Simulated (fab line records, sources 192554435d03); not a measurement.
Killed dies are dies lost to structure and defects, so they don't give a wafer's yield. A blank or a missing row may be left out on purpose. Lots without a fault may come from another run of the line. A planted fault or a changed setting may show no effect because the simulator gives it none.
fab line records | flow n5_finfet | part 2 of 2: steps 26 to 34 of 34
record lots=5 wafers=15 last_day=16
route steps=1938 shown BEOL_M5@1161 BEOL_M6@1194
lots that met no fault: from a run of the same line without faults
start_h: hours from the record's first day to the start of the lot's first wafer shown | wait_h: hours since the lot's step before | " the same as in the row above | L1.1+2: a row that stands for several wafers | - no value, or no start given | * or withheld: withheld | < > ~ a bound
route shown NAME@n: a module of which the file shows steps, and the number in the route of the first | usual: mean/standard deviation of fault-free wafers | same: alike in all rows | chamber/n: place in a boat | sites: the reading at each site | _std_site: their standard deviation | _edge_site: outer sites' mean less inner sites' | radius_mm: how far each site lies from the wafer's centre | mask NAME#n: copy n | behind: the tool/chamber that last shaped the wafer | hold: why the lot was held/for how many hours/how that ended | device: the transistor (n, p or np) that didn't switch | end of line: the same wafers' tests at the end of the route | a step without rows: its recipe alone | killed: dies lost to structure and defects at the first sort, not the wafer's yield | map: a wafer's dies, x killed, . not, _ none there
set.NAME: the setting as run; set.NAME@STEP: as run at that earlier step | model.NAME: the simulator's own value behind a step, which no gauge read
lots at some steps of the route; a table a step, a row a wafer
services: from which hour (start_h, from the record's first day; less than 0 if before it) a tool's chamber was out of use, for how many hours, and why
## steps
# step N5_BEOL_M5_CMP_52
# recipe stop_on=SiCOH_lowk t_overpolish_s=6.9 down_force_psi=1 platen_rpm=50 clearing_platen_down_force_psi=1.5 clearing_platen_rpm=50 post_cmp_clean=cu_alkaline target_thk_nm=62 clearing_platen_pad_velocity_m_s=0.99484 pad_velocity_m_s=0.99484
# usual barrier_field_endpoint_s=24.4/0.59 motor_current_A=6.3/0.67 overpolish_run_s=6.902/0.0094 retaining_ring_pressure_frac=1.000/0.0052 time_to_endpoint_s=61.7/2.6
# columns lot.wafer tool chamber start_h wait_h barrier_field_endpoint_s motor_current_A overpolish_run_s retaining_ring_pressure_frac time_to_endpoint_s
L079.2 cmp-04 3 211.71 0.2 23.5 6.9 6.916 1.001 55.4
L079.4 " 0 " " 24.1 6.9 6.902 0.995 58.6
L079.6 " 0 " " 24.8 7.0 6.893 0.989 59.9
L081.3 cmp-02 1 218.28 0.2 23.9 6.3 6.896 1.001 63.6
L081.1 " 2 " " 24.3 6.1 6.898 1.001 65.0
L081.4 " 0 " " 23.8 6.3 6.905 1.002 58.0
L083.1 cmp-03 1 233.60 0.3 24.3 6.9 6.913 1.004 59.4
L083.2 " 3 " " 23.8 6.5 6.930 1.003 63.0
L083.6 " 2 " " 23.9 5.2 6.898 1.001 61.8
L091.3 cmp-04 3 284.98 0.2 24.3 7.3 6.910 0.992 61.7
L091.4 " 1 " " 25.1 5.1 6.920 0.997 63.8
L091.5 " 2 " " 24.7 5.7 6.892 0.999 64.8
L096.1 cmp-02 0 312.15 0.3 23.7 6.9 6.897 1.004 61.0
L096.3 " 3 " " 23.5 5.7 6.914 0.998 61.9
L096.6 " 1 " " 23.7 6.7 6.904 1.002 62.4
# step N5_BEOL_M5_THK_MEAS_53
# recipe thk_meas_gauge=xrf reads=Cu_of_BEOL_M5_ECD_50
# usual M5_THK=58.9/1.7
# columns lot.wafer tool chamber start_h wait_h M5_THK[nm]
L079.2 film_metro-01 - 212.01 - 58.8
L079.4 " - " " 61.6
L079.6 " - " " 61.1
L081.1 film_metro-02 - 218.57 - 59.6
L081.3 " - " " 60.8
L081.4 " - " " 59.2
L083.1 film_metro-01 - 233.89 - 59.4
L083.2 " - " " 59.6
L083.6 " - " " 59.4
L091.3 film_metro-02 - 285.24 - 56.5
L091.4 " - " " 58.3
L091.5 " - " " 57.3
L096.1 film_metro-02 - 312.44 - 56.9
L096.3 " - " " 58.1
L096.6 " - " " 58.5
# step N5_BEOL_M5_PRE_CLEAN_77
# recipe gas=NH3/H2 time_s=15 temp_c=* rf_power_w=300
# usual heater_power_w=87/17
# columns lot.wafer tool chamber start_h wait_h heater_power_w
L079.2 cvd_co-01 1 212.04 0.0 104
L079.4 " 1 " " 109
L079.6 " 1 " " 108
L081.1 cvd_co-02 0 218.61 0.0 101
L081.3 " 1 " " 90
L081.4 " 2 " " 62
L083.1 cvd_co-02 2 233.97 0.1 62
L083.2 " 0 " " 102
L083.6 " 0 " " 99
L091.3 cvd_co-02 0 285.28 0.0 103
L091.4 " 1 " " 93
L091.5 " 2 " " 63
L096.1 cvd_co-02 2 312.62 0.2 62
L096.3 " 0 " " 104
L096.6 " 0 " " 102
# step N5_BEOL_M5_CO_CAP_78
# recipe material=Co target_thk_a=20 temp_c=200 precursor=CCTBA/H2 pressure_torr=30 time_s=102.1
# usual heater_power_w=238/22
# columns lot.wafer tool chamber start_h wait_h heater_power_w
L079.2 cvd_co-01 1 212.10 0.0 262
L079.4 " 1 " " 267
L079.6 " 1 " " 267
L081.1 cvd_co-02 0 218.65 0.0 256
L081.3 " 1 " " 242
L081.4 " 2 " " 205
L083.1 cvd_co-02 2 234.01 0.0 210
L083.2 " 0 " " 262
L083.6 " 0 " " 255
L091.3 cvd_co-02 0 285.32 0.0 254
L091.4 " 1 " " 240
L091.5 " 2 " " 206
L096.1 cvd_co-02 2 312.66 0.0 208
L096.3 " 0 " " 258
L096.6 " 0 " " 258
# step N5_BEOL_M5_PRE_CLEAN_55
# recipe gas=NH3 time_s=15 temp_c=withheld rf_power_w=300
# columns lot.wafer tool chamber start_h wait_h
L079.2+4+6 pecvd-04 0,0,1 212.23 0.1
L081.1+3+4 pecvd-02 1,2,1 218.74 0.1
L083.1+2+6 pecvd-04 2,1,2 234.10 0.1
L091.3+4+5 pecvd-04 2,2,1 285.41 0.1
L096.1+3+6 pecvd-03 2,0,1 312.76 0.1
# step N5_BEOL_M5_DEP_56
# recipe material=SiCN target_thk_a=80 temp_c=withheld precursor=3MS/NH3 pressure_torr=3 rf_w=202 time_s=14
# usual showerhead_plenum_p_Torr=3.658/0.0076 throttle_valve_pct=9.0/0.46
# columns lot.wafer tool chamber start_h wait_h showerhead_plenum_p_Torr throttle_valve_pct
L079.2 pecvd-04 0 212.25 0.0 3.647 9.6
L079.4 " 0 " " 3.652 9.5
L079.6 " 1 " " 3.651 9.6
L081.1 pecvd-02 1 218.76 0.0 3.661 9.4
L081.3 " 2 " " 3.652 8.2
L081.4 " 1 " " 3.669 9.4
L083.1 pecvd-04 2 234.13 0.0 3.673 8.9
L083.2 " 1 " " 3.656 9.4
L083.6 " 2 " " 3.661 8.8
L091.3 pecvd-04 2 285.43 0.0 3.655 8.9
L091.4 " 2 " " 3.679 8.7
L091.5 " 1 " " 3.653 9.5
L096.1 pecvd-03 2 312.78 0.0 3.668 9.2
L096.3 " 0 " " 3.659 9.1
L096.6 " 1 " " 3.648 8.7
# step N5_BEOL_M5_RS_MEAS_57
# recipe thk_meas_gauge=four-point-probe reads=Co_of_BEOL_M5_CO_CAP_78+Cu_of_BEOL_M5_ECD_50+Co_of_BEOL_M5_CVD_47+TaN_of_BEOL_M5_ALD_86
# usual M5_RS=0.395/0.014
# columns lot.wafer tool chamber start_h wait_h M5_RS[ohm/sq]
L079.2 film_metro-02 - 212.32 0.1 0.396
L079.4 " - " " 0.374
L079.6 " - " " 0.380
L081.1 film_metro-01 - 218.83 0.0 0.390
L081.3 " - " " 0.381
L081.4 " - " " 0.398
L083.1 film_metro-02 - 234.19 0.0 0.390
L083.2 " - " " 0.387
L083.6 " - " " 0.388
L091.3 film_metro-01 - 285.50 0.1 0.415
L091.4 " - " " 0.399
L091.5 " - " " 0.407
L096.1 film_metro-01 - 312.85 0.0 0.408
L096.3 " - " " 0.397
L096.6 " - " " 0.392
# step N5_BEOL_M5_INSPECT_58
# recipe inspect_instrument=darkfield mode=post_dep
# usual raw_defect_count=74/23
# columns lot.wafer tool chamber start_h wait_h raw_defect_count
L079.2 defect_inspect-02 - 212.35 0.0 34
L079.4 " - " " 50
L079.6 " - " " 49
L081.1 defect_inspect-01 - 218.86 0.0 49
L081.3 " - " " 76
L081.4 " - " " 41
L083.1 defect_inspect-02 - 234.22 0.0 97
L083.2 " - " " 82
L083.6 " - " " 58
L091.3 defect_inspect-02 - 285.53 0.0 69
L091.4 " - " " 56
L091.5 " - " " 30
L096.1 defect_inspect-02 - 312.88 0.0 82
L096.3 " - " " 80
L096.6 " - " " 112
# step N5_BEOL_M6_ILD_DEP_00
# recipe material=SiCOH_lowk target_thk_a=1797.5 temp_c=300 precursor=DEMS/porogen pressure_torr=5 rf_w=500 time_s=33.4
# usual heater_power_w=315/47 showerhead_plenum_p_Torr=5.733/0.011 throttle_valve_pct=13.6/1.1
# columns lot.wafer tool chamber start_h wait_h heater_power_w showerhead_plenum_p_Torr throttle_valve_pct
L079.2 pecvd-03 0 212.38 0.0 302 5.725 13.3
L079.4 " 1 " " 388 5.732 12.7
L079.6 " 0 " " 305 5.734 13.6
L081.1 pecvd-03 0 218.90 0.0 340 5.726 13.5
L081.3 " 1 " " 373 5.734 12.6
L081.4 " 1 " " 387 5.738 13.1
L083.1 pecvd-03 1 234.26 0.0 368 5.732 12.7
L083.2 " 0 " " 335 5.713 13.7
L083.6 " 1 " " 381 5.723 12.8
L091.3 pecvd-02 1 285.56 0.0 307 5.748 14.5
L091.4 " 2 " " 290 5.716 12.8
L091.5 " 1 " " 316 5.732 14.5
L096.1 pecvd-02 1 312.91 0.0 315 5.744 14.3
L096.3 " 2 " " 247 5.716 12.8
L096.6 " 0 " " 313 5.718 13.8
## services
# columns tool chamber start_h hours kind
uv_cure-01 - 186.60 0.4 repair
cvd_co-02 1 187.00 10.4 repair
ecd_cu-02 - 187.02 7.1 pm
cmp-04 - 192.23 4.0 pm
pecvd-02 0 192.85 6.5 repair
uv_cure-03 - 197.14 0.9 repair
uv_cure-01 - 209.12 2.1 pm
cvd_co-01 0 211.71 6.2 repair
pecvd-04 - 218.53 6.0 pm
cmp-04 - 223.82 2.0 repair
pecvd-03 2 228.10 7.4 repair
ald_metal-03 0 231.60 2.0 repair
pecvd-02 0 238.79 12.3 repair
rie_diel-03 3 243.02 4.6 repair
uv_cure-03 - 247.21 7.5 pm
uv_cure-03 - 269.23 9.7 repair
ecd_cu-01 - 269.71 14.2 repair
pecvd-04 0 272.73 8.0 repair
cvd_co-02 2 279.64 3.0 repair
uv_cure-03 - 286.11 7.5 pm
pecvd-04 - 286.91 2.5 repair
rie_diel-03 2 305.25 9.0 repair
pecvd-03 - 305.30 1.0 repair
cvd_co-02 - 305.69 0.8 repair
